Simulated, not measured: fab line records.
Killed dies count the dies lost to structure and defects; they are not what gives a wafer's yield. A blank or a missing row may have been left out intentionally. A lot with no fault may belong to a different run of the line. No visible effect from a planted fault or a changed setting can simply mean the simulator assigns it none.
The tool behind it: which one? / flow nand_harc / 23 lots with 69 wafers sampled at 4 steps, on a route of 1159 steps

## WHAT EACH GAUGE READ, for each wafer
NHARC_P_ZERO_WELL_CD_MEAS_37 targets a cd of 720 nm. Usual: cd_nm reads 720.3 nm (standard deviation 1.9).
lot=L074; measured=day 1 15:59; on=cd_sem-02; cd_nm (nm)=721.3 722.6 720.0; flag=
lot=L075; measured=day 1 22:10; on=cd_sem-02; cd_nm (nm)=717.7 719.8 718.3; flag=
lot=L076; measured=day 2 04:07; on=cd_sem-02; cd_nm (nm)=719.6 720.0 721.8; flag=
lot=L077; measured=day 2 10:05; on=cd_sem-02; cd_nm (nm)=720.9 723.7 723.5; flag=
lot=L078; measured=day 2 16:14; on=cd_sem-01; cd_nm (nm)=717.4 719.2 716.5; flag=
lot=L079; measured=day 2 22:09; on=cd_sem-02; cd_nm (nm)=719.3 721.7 721.6; flag=
lot=L080; measured=day 3 04:08; on=cd_sem-03; cd_nm (nm)=718.5 719.4 721.3; flag=
lot=L081; measured=day 3 10:06; on=cd_sem-03; cd_nm (nm)=720.5 724.2 720.7; flag=
lot=L082; measured=day 3 16:14; on=cd_sem-02; cd_nm (nm)=722.0 718.6 719.1; flag=
lot=L083; measured=day 3 22:08; on=cd_sem-01; cd_nm (nm)=721.8 720.3 718.2; flag=
lot=L084; measured=day 4 04:25; on=cd_sem-03; cd_nm (nm)=721.3 722.6 718.2; flag=
lot=L086; measured=day 4 16:18; on=cd_sem-03; cd_nm (nm)=720.3 719.7 721.2; flag=
lot=L087; measured=day 4 22:23; on=cd_sem-01; cd_nm (nm)=722.2 718.2 716.1; flag=
lot=L088; measured=day 5 04:41; on=cd_sem-01; cd_nm (nm)=717.0 722.9 722.2; flag=
lot=L089; measured=day 5 10:16; on=cd_sem-01; cd_nm (nm)=720.0 722.0 718.6; flag=
lot=L090; measured=day 5 16:07; on=cd_sem-03; cd_nm (nm)=721.4 723.2 722.8; flag=
lot=L091; measured=day 5 22:31; on=cd_sem-03; cd_nm (nm)=718.4 722.1 721.4; flag=
lot=L092; measured=day 6 03:53; on=cd_sem-02; cd_nm (nm)=719.5 719.5 722.0; flag=
lot=L093; measured=day 6 10:02; on=cd_sem-02; cd_nm (nm)=719.8 720.0 718.9; flag=
lot=L094; measured=day 6 16:06; on=cd_sem-01; cd_nm (nm)=721.6 719.2 723.8; flag=
lot=L095; measured=day 6 22:10; on=cd_sem-03; cd_nm (nm)=721.0 720.3 720.2; flag=
lot=L096; measured=day 7 04:03; on=cd_sem-03; cd_nm (nm)=721.2 720.9 718.8; flag=
lot=L097; measured=day 7 10:10; on=cd_sem-01; cd_nm (nm)=721.6 719.3 718.4; flag=

NHARC_P_GATE_CD_MEAS_91 targets a cd of 2000 nm. Usual: cd_nm reads 2000.3 nm (standard deviation 1.9).
lot=L074; measured=day 5 13:19; on=cd_sem-02; cd_nm (nm)=1997.3 2000.8 1999.2; flag=
lot=L075; measured=day 5 13:56; on=cd_sem-02; cd_nm (nm)=1998.0 2002.3 1998.9; flag=
lot=L076; measured=day 6 03:16; on=cd_sem-02; cd_nm (nm)=1999.7 1999.8 2001.0; flag=
lot=L077; measured=day 6 04:37; on=cd_sem-01; cd_nm (nm)=2000.2 1996.9 2001.2; flag=
lot=L078; measured=day 6 09:57; on=cd_sem-01; cd_nm (nm)=2001.1 2000.9 1999.3; flag=
lot=L079; measured=day 6 09:34; on=cd_sem-02; cd_nm (nm)=1998.8 1999.0 1996.6; flag=
lot=L080; measured=day 7 04:14; on=cd_sem-02; cd_nm (nm)=2000.9 2001.7 2000.5; flag=
lot=L081; measured=day 7 03:18; on=cd_sem-01; cd_nm (nm)=1995.5 1998.7 1997.5; flag=
lot=L082; measured=day 7 03:43; on=cd_sem-02; cd_nm (nm)=2001.3 2000.2 2001.0; flag=
lot=L083; measured=day 7 14:41; on=cd_sem-02; cd_nm (nm)=2003.2 2003.2 2004.2; flag=
lot=L084; measured=day 7 15:18; on=cd_sem-02; cd_nm (nm)=1999.4 1998.6 1998.7; flag=
lot=L086; measured=day 8 15:52; on=cd_sem-01; cd_nm (nm)=2003.9 2002.4 2002.7; flag=
lot=L087; measured=day 8 16:31; on=cd_sem-01; cd_nm (nm)=1999.8 1999.3 1997.7; flag=
lot=L088; measured=day 8 22:34; on=cd_sem-02; cd_nm (nm)=1998.1 1998.7 1997.7; flag=
lot=L089; measured=day 9 03:50; on=cd_sem-01; cd_nm (nm)=2001.6 2001.7 1998.7; flag=
lot=L090; measured=day 9 11:34; on=cd_sem-01; cd_nm (nm)=2002.0 1999.5 2000.6; flag=
lot=L091; measured=day 9 16:58; on=cd_sem-01; cd_nm (nm)=2000.1 1999.4 1999.5; flag=
lot=L092; measured=day 9 22:55; on=cd_sem-01; cd_nm (nm)=2000.0 1999.4 2001.6; flag=
lot=L093; measured=day 9 21:58; on=cd_sem-03; cd_nm (nm)=1998.9 1997.5 1998.6; flag=
lot=L094; measured=day 10 15:58; on=cd_sem-03; cd_nm (nm)=2003.0 2003.2 2003.9; flag=
lot=L095; measured=day 10 15:19; on=cd_sem-03; cd_nm (nm)=2003.1 2002.6 2001.6; flag=
lot=L096; measured=day 10 22:17; on=cd_sem-01; cd_nm (nm)=2000.4 2003.2 2001.6; flag=
lot=L097; measured=day 10 22:50; on=cd_sem-02; cd_nm (nm)=2002.0 2000.1 2000.6; flag=

## TOOL THAT RAN EACH LOT (tool first, then ch and the chambers of the sampled wafers, then the start)
lot=L074; NHARC_P_ZERO_WELL_DESCUM_13=rie_diel-07 ch 2,3, day 1 13:17; NHARC_P_GATE_ETCH_114=rie_diel-02 ch 1,2, day 5 13:19 or earlier
lot=L075; NHARC_P_ZERO_WELL_DESCUM_13=rie_diel-07 ch 0,1,3, day 1 19:28; NHARC_P_GATE_ETCH_114=rie_diel-04 ch 0,1,3, day 5 13:56 or earlier
lot=L076; NHARC_P_ZERO_WELL_DESCUM_13=rie_diel-05 ch 0,1,3, day 2 01:17; NHARC_P_GATE_ETCH_114=rie_diel-02 ch 0,2, day 6 03:16 or earlier
lot=L077; NHARC_P_ZERO_WELL_DESCUM_13=rie_diel-07 ch 2,3, day 2 07:23; NHARC_P_GATE_ETCH_114=rie_diel-04 ch 1,2,3, day 6 04:37 or earlier
lot=L078; NHARC_P_ZERO_WELL_DESCUM_13=rie_diel-05 ch 0,1,2, day 2 13:25; NHARC_P_GATE_ETCH_114=rie_diel-02 ch 0,2, day 6 09:57 or earlier
lot=L079; NHARC_P_ZERO_WELL_DESCUM_13=rie_diel-07 ch 0,2, day 2 19:25; NHARC_P_GATE_ETCH_114=rie_diel-02 ch 1,2,3, day 6 09:34 or earlier
lot=L080; NHARC_P_ZERO_WELL_DESCUM_13=rie_diel-07 ch 0,2,3, day 3 01:25; NHARC_P_GATE_ETCH_114=rie_diel-02 ch 0,1,2, day 7 04:14 or earlier
lot=L081; NHARC_P_ZERO_WELL_DESCUM_13=rie_diel-05 ch 0,1,2, day 3 07:24; NHARC_P_GATE_ETCH_114=rie_diel-02 ch 1,2,3, day 7 03:18 or earlier
lot=L082; NHARC_P_ZERO_WELL_DESCUM_13=rie_diel-07 ch 2,3, day 3 13:24; NHARC_P_GATE_ETCH_114=rie_diel-02 ch 0,1, day 7 03:43 or earlier
lot=L083; NHARC_P_ZERO_WELL_DESCUM_13=rie_diel-05 ch 0,3, day 3 19:32; NHARC_P_GATE_ETCH_114=rie_diel-04 ch 0,1, day 7 14:41 or earlier
lot=L084; NHARC_P_ZERO_WELL_DESCUM_13=rie_diel-05 ch 1,2,3, day 4 01:32; NHARC_P_GATE_ETCH_114=rie_diel-08 ch 0,2,3, day 7 15:18 or earlier
lot=L086; NHARC_P_ZERO_WELL_DESCUM_13=rie_diel-07 ch 1,2,3, day 4 13:26; NHARC_P_GATE_ETCH_114=rie_diel-02 ch 1,2,3, day 8 15:52 or earlier
lot=L087; NHARC_P_ZERO_WELL_DESCUM_13=rie_diel-07 ch 1,3, day 4 19:34; NHARC_P_GATE_ETCH_114=rie_diel-08 ch 0,1, day 8 16:31 or earlier
lot=L088; NHARC_P_ZERO_WELL_DESCUM_13=rie_diel-07 ch 1,2,3, day 5 01:53; NHARC_P_GATE_ETCH_114=rie_diel-02 ch 1,2, day 8 22:34 or earlier
lot=L089; NHARC_P_ZERO_WELL_DESCUM_13=rie_diel-07 ch 1,3, day 5 07:25; NHARC_P_GATE_ETCH_114=rie_diel-02 ch 0,3, day 9 03:50 or earlier
lot=L090; NHARC_P_ZERO_WELL_DESCUM_13=rie_diel-13 ch 0,3, day 5 13:25; NHARC_P_GATE_ETCH_114=rie_diel-04 ch 0,1, day 9 11:34 or earlier
lot=L091; NHARC_P_ZERO_WELL_DESCUM_13=rie_diel-07 ch 1,2,3, day 5 19:48; NHARC_P_GATE_ETCH_114=rie_diel-02 ch 0,2,3, day 9 16:58 or earlier
lot=L092; NHARC_P_ZERO_WELL_DESCUM_13=rie_diel-13 ch 0,3, day 6 01:19; NHARC_P_GATE_ETCH_114=rie_diel-04 ch 1,2,3, day 9 22:55 or earlier
lot=L093; NHARC_P_ZERO_WELL_DESCUM_13=rie_diel-13 ch 1,2, day 6 07:19; NHARC_P_GATE_ETCH_114=rie_diel-02 ch 1,2, day 9 21:58 or earlier
lot=L094; NHARC_P_ZERO_WELL_DESCUM_13=rie_diel-13 ch 0,1, day 6 13:23; NHARC_P_GATE_ETCH_114=rie_diel-08 ch 1,2, day 10 15:58 or earlier
lot=L095; NHARC_P_ZERO_WELL_DESCUM_13=rie_diel-05 ch 2,3, day 6 19:19; NHARC_P_GATE_ETCH_114=rie_diel-02 ch 0,1,2, day 10 15:19 or earlier
lot=L096; NHARC_P_ZERO_WELL_DESCUM_13=rie_diel-05 ch 0,3, day 7 01:19; NHARC_P_GATE_ETCH_114=rie_diel-08 ch 2,3, day 10 22:17 or earlier
lot=L097; NHARC_P_ZERO_WELL_DESCUM_13=rie_diel-07 ch 0,1,3, day 7 07:25; NHARC_P_GATE_ETCH_114=rie_diel-02 ch 2,3, day 10 22:50 or earlier
- NHARC_P_ZERO_WELL_DESCUM_13: chemistry O2, time 3 s.
- NHARC_P_GATE_ETCH_114: etches the open film in CF4/O2, target depth 30 nm, overetch 3 nm, time 16.5 s.

## AS READ BY THE TOOLS THEMSELVES (means over the sampled wafers that have a number; for cases with no such wafer, the mark the record gives instead)
NHARC_P_ZERO_WELL_DESCUM_13. Usual: drypump_motor_current_A 5.5 A, standard deviation 0.4; oes_product_au 0.999 a.u., standard deviation 0.011; rf_vpp_V 57.7 V, standard deviation 0.94; showerhead_plenum_p_Torr 1.91 Torr, standard deviation 0.083; throttle_valve_pct 11.312 %, standard deviation 0.0094.
lot=L074; tool=rie_diel-07; drypump_motor_current_A (A)=5.7; oes_product_au (a.u.)=1.001; rf_vpp_V (V)=57.6; showerhead_plenum_p_Torr (Torr)=1.90; throttle_valve_pct (%)=11.309; flag=
lot=L075; tool=rie_diel-07; drypump_motor_current_A (A)=5.6; oes_product_au (a.u.)=0.994; rf_vpp_V (V)=57.4; showerhead_plenum_p_Torr (Torr)=1.85; throttle_valve_pct (%)=11.305; flag=
lot=L076; tool=rie_diel-05; drypump_motor_current_A (A)=5.3; oes_product_au (a.u.)=1.002; rf_vpp_V (V)=58.0; showerhead_plenum_p_Torr (Torr)=1.95; throttle_valve_pct (%)=11.317; flag=
lot=L077; tool=rie_diel-07; drypump_motor_current_A (A)=6.0; oes_product_au (a.u.)=0.994; rf_vpp_V (V)=57.2; showerhead_plenum_p_Torr (Torr)=1.86; throttle_valve_pct (%)=11.313; flag=
lot=L078; tool=rie_diel-05; drypump_motor_current_A (A)=5.3; oes_product_au (a.u.)=1.002; rf_vpp_V (V)=57.5; showerhead_plenum_p_Torr (Torr)=1.95; throttle_valve_pct (%)=11.307; flag=
lot=L079; tool=rie_diel-07; drypump_motor_current_A (A)=5.2; oes_product_au (a.u.)=0.990; rf_vpp_V (V)=58.1; showerhead_plenum_p_Torr (Torr)=1.92; throttle_valve_pct (%)=11.300; flag=
lot=L080; tool=rie_diel-07; drypump_motor_current_A (A)=5.6; oes_product_au (a.u.)=0.995; rf_vpp_V (V)=58.1; showerhead_plenum_p_Torr (Torr)=1.89; throttle_valve_pct (%)=11.317; flag=
lot=L081; tool=rie_diel-05; drypump_motor_current_A (A)=5.3; oes_product_au (a.u.)=1.013; rf_vpp_V (V)=57.4; showerhead_plenum_p_Torr (Torr)=1.95; throttle_valve_pct (%)=11.310; flag=
lot=L082; tool=rie_diel-07; drypump_motor_current_A (A)=5.7; oes_product_au (a.u.)=0.997; rf_vpp_V (V)=57.6; showerhead_plenum_p_Torr (Torr)=1.90; throttle_valve_pct (%)=11.305; flag=
lot=L083; tool=rie_diel-05; drypump_motor_current_A (A)=5.4; oes_product_au (a.u.)=1.013; rf_vpp_V (V)=57.7; showerhead_plenum_p_Torr (Torr)=1.99; throttle_valve_pct (%)=11.312; flag=
lot=L084; tool=rie_diel-05; drypump_motor_current_A (A)=5.2; oes_product_au (a.u.)=0.992; rf_vpp_V (V)=58.1; showerhead_plenum_p_Torr (Torr)=1.97; throttle_valve_pct (%)=11.303; flag=
lot=L086; tool=rie_diel-07; drypump_motor_current_A (A)=5.7; oes_product_au (a.u.)=1.002; rf_vpp_V (V)=57.8; showerhead_plenum_p_Torr (Torr)=1.86; throttle_valve_pct (%)=11.318; flag=
lot=L087; tool=rie_diel-07; drypump_motor_current_A (A)=5.7; oes_product_au (a.u.)=0.987; rf_vpp_V (V)=57.3; showerhead_plenum_p_Torr (Torr)=1.82; throttle_valve_pct (%)=11.315; flag=
lot=L088; tool=rie_diel-07; drypump_motor_current_A (A)=5.7; oes_product_au (a.u.)=1.004; rf_vpp_V (V)=57.3; showerhead_plenum_p_Torr (Torr)=1.86; throttle_valve_pct (%)=11.309; flag=
lot=L089; tool=rie_diel-07; drypump_motor_current_A (A)=6.0; oes_product_au (a.u.)=0.993; rf_vpp_V (V)=56.5; showerhead_plenum_p_Torr (Torr)=1.82; throttle_valve_pct (%)=11.317; flag=
lot=L090; tool=rie_diel-13; drypump_motor_current_A (A)=5.7; oes_product_au (a.u.)=0.998; rf_vpp_V (V)=57.1; showerhead_plenum_p_Torr (Torr)=1.83; throttle_valve_pct (%)=11.310; flag=
lot=L091; tool=rie_diel-07; drypump_motor_current_A (A)=5.7; oes_product_au (a.u.)=1.000; rf_vpp_V (V)=57.3; showerhead_plenum_p_Torr (Torr)=1.86; throttle_valve_pct (%)=11.304; flag=
lot=L092; tool=rie_diel-13; drypump_motor_current_A (A)=5.7; oes_product_au (a.u.)=0.996; rf_vpp_V (V)=57.6; showerhead_plenum_p_Torr (Torr)=1.83; throttle_valve_pct (%)=11.306; flag=
lot=L093; tool=rie_diel-13; drypump_motor_current_A (A)=5.2; oes_product_au (a.u.)=0.995; rf_vpp_V (V)=57.4; showerhead_plenum_p_Torr (Torr)=1.87; throttle_valve_pct (%)=11.316; flag=
lot=L094; tool=rie_diel-13; drypump_motor_current_A (A)=5.4; oes_product_au (a.u.)=0.991; rf_vpp_V (V)=57.2; showerhead_plenum_p_Torr (Torr)=1.81; throttle_valve_pct (%)=11.307; flag=
lot=L095; tool=rie_diel-05; drypump_motor_current_A (A)=5.1; oes_product_au (a.u.)=1.002; rf_vpp_V (V)=57.9; showerhead_plenum_p_Torr (Torr)=2.04; throttle_valve_pct (%)=11.314; flag=
lot=L096; tool=rie_diel-05; drypump_motor_current_A (A)=5.4; oes_product_au (a.u.)=1.006; rf_vpp_V (V)=57.8; showerhead_plenum_p_Torr (Torr)=1.99; throttle_valve_pct (%)=11.311; flag=
lot=L097; tool=rie_diel-07; drypump_motor_current_A (A)=5.6; oes_product_au (a.u.)=0.997; rf_vpp_V (V)=58.1; showerhead_plenum_p_Torr (Torr)=1.85; throttle_valve_pct (%)=11.318; flag=

NHARC_P_GATE_ETCH_114. Usual: drypump_motor_current_A 5.6 A, standard deviation 0.35; oes_product_au 0.997 a.u., standard deviation 0.011; rf_fwd_power_W 293.5 W, standard deviation 1.6; rf_vpp_V 198.3 V, standard deviation 1.1; showerhead_plenum_p_Torr 1.36 Torr, standard deviation 0.034; throttle_valve_pct 13.397 %, standard deviation 0.0087.
lot=L074; tool=rie_diel-02; drypump_motor_current_A (A)=5.7; oes_product_au (a.u.)=0.996; rf_fwd_power_W (W)=291.8; rf_vpp_V (V)=197.6; showerhead_plenum_p_Torr (Torr)=1.37; throttle_valve_pct (%)=13.397; flag=
lot=L075; tool=rie_diel-04; drypump_motor_current_A (A)=5.6; oes_product_au (a.u.)=1.008; rf_fwd_power_W (W)=295.0; rf_vpp_V (V)=199.3; showerhead_plenum_p_Torr (Torr)=1.37; throttle_valve_pct (%)=13.395; flag=
lot=L076; tool=rie_diel-02; drypump_motor_current_A (A)=6.0; oes_product_au (a.u.)=0.987; rf_fwd_power_W (W)=293.4; rf_vpp_V (V)=197.3; showerhead_plenum_p_Torr (Torr)=1.32; throttle_valve_pct (%)=13.397; flag=
lot=L077; tool=rie_diel-04; drypump_motor_current_A (A)=5.8; oes_product_au (a.u.)=1.011; rf_fwd_power_W (W)=294.3; rf_vpp_V (V)=198.0; showerhead_plenum_p_Torr (Torr)=1.36; throttle_valve_pct (%)=13.395; flag=
lot=L078; tool=rie_diel-02; drypump_motor_current_A (A)=5.9; oes_product_au (a.u.)=0.983; rf_fwd_power_W (W)=293.9; rf_vpp_V (V)=197.2; showerhead_plenum_p_Torr (Torr)=1.32; throttle_valve_pct (%)=13.404; flag=
lot=L079; tool=rie_diel-02; drypump_motor_current_A (A)=5.6; oes_product_au (a.u.)=0.989; rf_fwd_power_W (W)=292.4; rf_vpp_V (V)=198.3; showerhead_plenum_p_Torr (Torr)=1.36; throttle_valve_pct (%)=13.402; flag=
lot=L080; tool=rie_diel-02; drypump_motor_current_A (A)=5.7; oes_product_au (a.u.)=0.984; rf_fwd_power_W (W)=293.4; rf_vpp_V (V)=197.5; showerhead_plenum_p_Torr (Torr)=1.35; throttle_valve_pct (%)=13.397; flag=
lot=L081; tool=rie_diel-02; drypump_motor_current_A (A)=5.6; oes_product_au (a.u.)=0.991; rf_fwd_power_W (W)=292.0; rf_vpp_V (V)=198.6; showerhead_plenum_p_Torr (Torr)=1.36; throttle_valve_pct (%)=13.404; flag=
lot=L082; tool=rie_diel-02; drypump_motor_current_A (A)=5.5; oes_product_au (a.u.)=0.994; rf_fwd_power_W (W)=294.0; rf_vpp_V (V)=198.0; showerhead_plenum_p_Torr (Torr)=1.38; throttle_valve_pct (%)=13.401; flag=
lot=L083; tool=rie_diel-04; drypump_motor_current_A (A)=5.6; oes_product_au (a.u.)=1.005; rf_fwd_power_W (W)=294.6; rf_vpp_V (V)=198.9; showerhead_plenum_p_Torr (Torr)=1.38; throttle_valve_pct (%)=13.397; flag=
lot=L084; tool=rie_diel-08; drypump_motor_current_A (A)=5.6; oes_product_au (a.u.)=1.004; rf_fwd_power_W (W)=293.3; rf_vpp_V (V)=198.8; showerhead_plenum_p_Torr (Torr)=1.38; throttle_valve_pct (%)=13.376; flag=
lot=L086; tool=rie_diel-02; drypump_motor_current_A (A)=5.6; oes_product_au (a.u.)=0.990; rf_fwd_power_W (W)=291.6; rf_vpp_V (V)=197.5; showerhead_plenum_p_Torr (Torr)=1.36; throttle_valve_pct (%)=13.398; flag=
lot=L087; tool=rie_diel-08; drypump_motor_current_A (A)=5.4; oes_product_au (a.u.)=1.016; rf_fwd_power_W (W)=293.3; rf_vpp_V (V)=197.2; showerhead_plenum_p_Torr (Torr)=1.35; throttle_valve_pct (%)=13.397; flag=
lot=L088; tool=rie_diel-02; drypump_motor_current_A (A)=5.9; oes_product_au (a.u.)=0.992; rf_fwd_power_W (W)=293.1; rf_vpp_V (V)=198.5; showerhead_plenum_p_Torr (Torr)=1.34; throttle_valve_pct (%)=13.392; flag=
lot=L089; tool=rie_diel-02; drypump_motor_current_A (A)=5.2; oes_product_au (a.u.)=0.998; rf_fwd_power_W (W)=294.1; rf_vpp_V (V)=198.1; showerhead_plenum_p_Torr (Torr)=1.36; throttle_valve_pct (%)=13.399; flag=
lot=L090; tool=rie_diel-04; drypump_motor_current_A (A)=5.6; oes_product_au (a.u.)=1.007; rf_fwd_power_W (W)=294.0; rf_vpp_V (V)=197.0; showerhead_plenum_p_Torr (Torr)=1.37; throttle_valve_pct (%)=13.396; flag=
lot=L091; tool=rie_diel-02; drypump_motor_current_A (A)=5.6; oes_product_au (a.u.)=0.995; rf_fwd_power_W (W)=294.6; rf_vpp_V (V)=197.8; showerhead_plenum_p_Torr (Torr)=1.34; throttle_valve_pct (%)=13.397; flag=
lot=L092; tool=rie_diel-04; drypump_motor_current_A (A)=5.8; oes_product_au (a.u.)=0.999; rf_fwd_power_W (W)=293.6; rf_vpp_V (V)=198.0; showerhead_plenum_p_Torr (Torr)=1.35; throttle_valve_pct (%)=13.400; flag=
lot=L093; tool=rie_diel-02; drypump_motor_current_A (A)=5.9; oes_product_au (a.u.)=0.994; rf_fwd_power_W (W)=292.7; rf_vpp_V (V)=197.7; showerhead_plenum_p_Torr (Torr)=1.34; throttle_valve_pct (%)=13.400; flag=
lot=L094; tool=rie_diel-08; drypump_motor_current_A (A)=5.5; oes_product_au (a.u.)=1.003; rf_fwd_power_W (W)=292.3; rf_vpp_V (V)=197.8; showerhead_plenum_p_Torr (Torr)=1.41; throttle_valve_pct (%)=13.400; flag=
lot=L095; tool=rie_diel-02; drypump_motor_current_A (A)=5.7; oes_product_au (a.u.)=0.996; rf_fwd_power_W (W)=295.0; rf_vpp_V (V)=198.3; showerhead_plenum_p_Torr (Torr)=1.35; throttle_valve_pct (%)=13.407; flag=
lot=L096; tool=rie_diel-08; drypump_motor_current_A (A)=5.7; oes_product_au (a.u.)=0.997; rf_fwd_power_W (W)=293.7; rf_vpp_V (V)=198.8; showerhead_plenum_p_Torr (Torr)=1.40; throttle_valve_pct (%)=13.392; flag=
lot=L097; tool=rie_diel-02; drypump_motor_current_A (A)=5.8; oes_product_au (a.u.)=0.988; rf_fwd_power_W (W)=292.3; rf_vpp_V (V)=198.6; showerhead_plenum_p_Torr (Torr)=1.33; throttle_valve_pct (%)=13.395; flag=

## THE ANSWER, worked out from the rows above alone
Rule: take the mean of a lot's wafers that have a number; if it is more than 3 standard deviations from the usual mean, the lot is off. A lot without any number at a reading at which 4 lots or more have one is off too. Where the step has rows for the other lots, those lots are counted as sound. First the gauges in route order, then the tools' own readings, where a lot's mean is used as printed above. The first step at which some lot is off is used, and at that step the reading that is off furthest; a lot without a number counts as furthest.
None of the lots is off at any reading shown; this tells nothing.

## WHAT WAS PUT IN BY THE SIMULATOR
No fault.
